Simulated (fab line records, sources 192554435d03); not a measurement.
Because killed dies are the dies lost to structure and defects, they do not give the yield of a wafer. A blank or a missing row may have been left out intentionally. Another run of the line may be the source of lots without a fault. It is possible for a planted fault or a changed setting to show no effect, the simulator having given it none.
Split-lot trial / flow n5Finfet / 21 wafers read across 7 lots, on a route 1938 steps long

== ABOUT THE SPLIT ==
At N5_BEOL_M10_TRENCH_ETCH_37 (etches SiCOH lowk in C4F6/O2, target depth 148.83 nm, time 48 s), the setting sourceW was moved away from the recipe's 345 W on 9 of the 21 wafers read, by -15.3% to +12.2%. This setting was run at the recipe's value on the other wafers.

== FROM THE SPLIT TO THE READING: what the file shows between them, 11 steps ==
- N5_BEOL_M10_ETCH_41: etches SiCN in CH3F/O2, target depth 42.6 nm, time 86 s (also split here: sourceW)
- N5_BEOL_M10_STRIP_77: strips in N2/H2, time 10 s
- N5_BEOL_M10_OCD_MEAS_38
- N5_BEOL_M10_HM_STRIP_39: strips TiN in peroxide tin strip, target depth 25 nm, time 158 s
- N5_BEOL_M10_SRD_40: time 30 s
- N5_BEOL_M10_ECD_50: material Cu, target thk 318 nm
- N5_BEOL_M10_ANNEAL_51: time 90 s
- N5_BEOL_M10_CMP_52: polishes, stops on SiCOH lowk, t overpolish 7 s, target thk 140 nm
- N5_BEOL_M10_THK_MEAS_53: measures by xrf
- N5_BEOL_M10_PRE_CLEAN_55: time 15 s
- N5_BEOL_M10_DEP_56: deposits SiCN from 3MS/NH3, target thk 15 nm, time 26.5 s

== THE READING ==
M10_RS, in ohm/sq, at N5_BEOL_M10_RS_MEAS_57 (measures by four-point-probe). Typical for fault-free wafers on this fab line: 0.1511 ohm/sq, with standard deviation 0.0021 ohm/sq.

wafer=L076.1; tool, chamber at the split=rieDiel-06, 2; sourceW as run, W=364.7; against the recipe=+5.7%; M10_RS, ohm/sq=0.1452; against lot-mates on the recipe=-0.0062
wafer=L076.2; tool, chamber at the split=rieDiel-06, 1; sourceW as run, W=364.7; against the recipe=+5.7%; M10_RS, ohm/sq=0.1468; against lot-mates on the recipe=-0.0046
wafer=L076.4; tool, chamber at the split=rieDiel-06, 0; sourceW as run, W=345; against the recipe=recipe; M10_RS, ohm/sq=0.1514; against lot-mates on the recipe=-
wafer=L083.1; tool, chamber at the split=rieDiel-04, 1; sourceW as run, W=345; against the recipe=recipe; M10_RS, ohm/sq=0.1471; against lot-mates on the recipe=-
wafer=L083.3; tool, chamber at the split=rieDiel-04, 0; sourceW as run, W=292.1; against the recipe=-15.3%; M10_RS, ohm/sq=0.1629; against lot-mates on the recipe=+0.0158
wafer=L083.4; tool, chamber at the split=rieDiel-04, 3; sourceW as run, W=292.1; against the recipe=-15.3%; M10_RS, ohm/sq=0.1600; against lot-mates on the recipe=+0.0129
wafer=L088.3; tool, chamber at the split=rieDiel-05, 3; sourceW as run, W=307.5; against the recipe=-10.9%; M10_RS, ohm/sq=0.1584; against lot-mates on the recipe=+0.0096
wafer=L088.5; tool, chamber at the split=rieDiel-05, 2; sourceW as run, W=345; against the recipe=recipe; M10_RS, ohm/sq=0.1488; against lot-mates on the recipe=-
wafer=L088.6; tool, chamber at the split=rieDiel-05, 1; sourceW as run, W=307.5; against the recipe=-10.9%; M10_RS, ohm/sq=0.1616; against lot-mates on the recipe=+0.0128
wafer=L089.1; tool, chamber at the split=rieDiel-05, 0; sourceW as run, W=345; against the recipe=recipe; M10_RS, ohm/sq=0.1512; against lot-mates on the recipe=-
wafer=L089.2; tool, chamber at the split=rieDiel-05, 1; sourceW as run, W=345; against the recipe=recipe; M10_RS, ohm/sq=0.1503; against lot-mates on the recipe=-
wafer=L089.5; tool, chamber at the split=rieDiel-05, 1; sourceW as run, W=345; against the recipe=recipe; M10_RS, ohm/sq=0.1508; against lot-mates on the recipe=-
wafer=L090.1; tool, chamber at the split=rieDiel-06, 3; sourceW as run, W=345; against the recipe=recipe; M10_RS, ohm/sq=0.1511; against lot-mates on the recipe=-
wafer=L090.3; tool, chamber at the split=rieDiel-06, 1; sourceW as run, W=345; against the recipe=recipe; M10_RS, ohm/sq=0.1530; against lot-mates on the recipe=-
wafer=L090.4; tool, chamber at the split=rieDiel-06, 2; sourceW as run, W=345; against the recipe=recipe; M10_RS, ohm/sq=0.1532; against lot-mates on the recipe=-
wafer=L093.1; tool, chamber at the split=rieDiel-05, 3; sourceW as run, W=320.9; against the recipe=-7.0%; M10_RS, ohm/sq=0.1577; against lot-mates on the recipe=+0.0057
wafer=L093.3; tool, chamber at the split=rieDiel-05, 2; sourceW as run, W=345; against the recipe=recipe; M10_RS, ohm/sq=0.1520; against lot-mates on the recipe=-
wafer=L093.5; tool, chamber at the split=rieDiel-05, 3; sourceW as run, W=320.9; against the recipe=-7.0%; M10_RS, ohm/sq=0.1573; against lot-mates on the recipe=+0.0053
wafer=L096.1; tool, chamber at the split=rieDiel-04, 2; sourceW as run, W=345; against the recipe=recipe; M10_RS, ohm/sq=0.1530; against lot-mates on the recipe=-
wafer=L096.2; tool, chamber at the split=rieDiel-04, 0; sourceW as run, W=387.2; against the recipe=+12.2%; M10_RS, ohm/sq=0.1436; against lot-mates on the recipe=-0.0090
wafer=L096.3; tool, chamber at the split=rieDiel-04, 1; sourceW as run, W=345; against the recipe=recipe; M10_RS, ohm/sq=0.1522; against lot-mates on the recipe=-

FIT RESULTS
A straight line over all 21 wafers: M10_RS changes by -0.00073 ohm/sq for each +1% of sourceW; r = -0.95; the points scatter about the line by 0.0017 ohm/sq.
The same after taking each lot's own level away (the mean of its wafers on the recipe; 21 wafers): -0.000908 ohm/sq for each +1%; r = -0.99; scatter 0.0011 ohm/sq.
According to that fit, moving sourceW by its largest amount changes the reading by 0.014 ohm/sq.
The span of the lots' own levels, 0.14710 to 0.15260 ohm/sq, comes to 2.6 times the standard deviation stated above.
Thus the slope moves with the lot-to-lot level: the two fits are different.
Check: for one of the wafers moved furthest among these (-15.3%), held out of the fit, the line's prediction against its lot-mates is +0.0136 ohm/sq. It came out at +0.0158 ohm/sq against them.
Tool readings at the split's step, against how far the setting was moved: rfVppV r = -0.96.

== THE OTHER SPLITS THESE WAFERS WENT THROUGH ==
Other splits were also applied to these wafers ahead of the reading. Each is held against what the fit with the lots' levels taken away leaves over:
other split on the same wafers=N5_BEOL_M8_TRENCH_ETCH_37 sourceW; wafers away from the commonest value=8; r with M10_RS (lot level and that fit taken away)=+0.05
other split on the same wafers=N5_BEOL_M9_TRENCH_ETCH_37 biasW; wafers away from the commonest value=10; r with M10_RS (lot level and that fit taken away)=-0.16
other split on the same wafers=N5_BEOL_M10_ETCH_41 sourceW; wafers away from the commonest value=5; r with M10_RS (lot level and that fit taken away)=-0.30

== THE WHOLE CHAIN: every reading that the file lists as answering this split, in the file's order ==
step=N5_BEOL_M10_TRENCH_ETCH_37; what it does=etches SiCOH lowk in C4F6/O2, target depth 148.83 nm, time 48 s; reading=rfVppV; change (the file's fit)=-3.68 V for each +1% of the setting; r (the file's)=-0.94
step=N5_BEOL_M10_TRENCH_ETCH_37; what it does=etches SiCOH lowk in C4F6/O2, target depth 148.83 nm, time 48 s; reading=etch.depthNm (the simulator's own value, which no gauge read); change (the file's fit)=+0.643 nm for each +1% of the setting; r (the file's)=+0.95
step=N5_BEOL_M10_TRENCH_ETCH_37; what it does=etches SiCOH lowk in C4F6/O2, target depth 148.83 nm, time 48 s; reading=BEOL_M10.featureDepthNm (the simulator's own value, which no gauge read); change (the file's fit)=+0.642 nm for each +1% of the setting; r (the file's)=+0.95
step=N5_BEOL_M10_OCD_MEAS_38; what it does=; reading=trenchDepthNm; change (the file's fit)=+0.628 nm for each +1% of the setting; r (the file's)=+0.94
step=N5_BEOL_M10_CMP_52; what it does=polishes, stops on SiCOH lowk, t overpolish 7 s, target thk 140 nm; reading=Cu_of_BEOL_M10_ECD_50.thkNm (the simulator's own value, which no gauge read); change (the file's fit)=+0.724 nm for each +1% of the setting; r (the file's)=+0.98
step=N5_BEOL_M10_THK_MEAS_53; what it does=measures by xrf; reading=M10_THK; change (the file's fit)=+0.725 for each +1% of the setting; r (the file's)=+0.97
step=N5_BEOL_M10_RS_MEAS_57; what it does=measures by four-point-probe; reading=M10_RS; change (the file's fit)=-0.000894 for each +1% of the setting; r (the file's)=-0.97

== FILE'S OWN FIT ==
M10_RS changes by -0.000894 ohm/sq for each +1% of sourceW, r = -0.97.
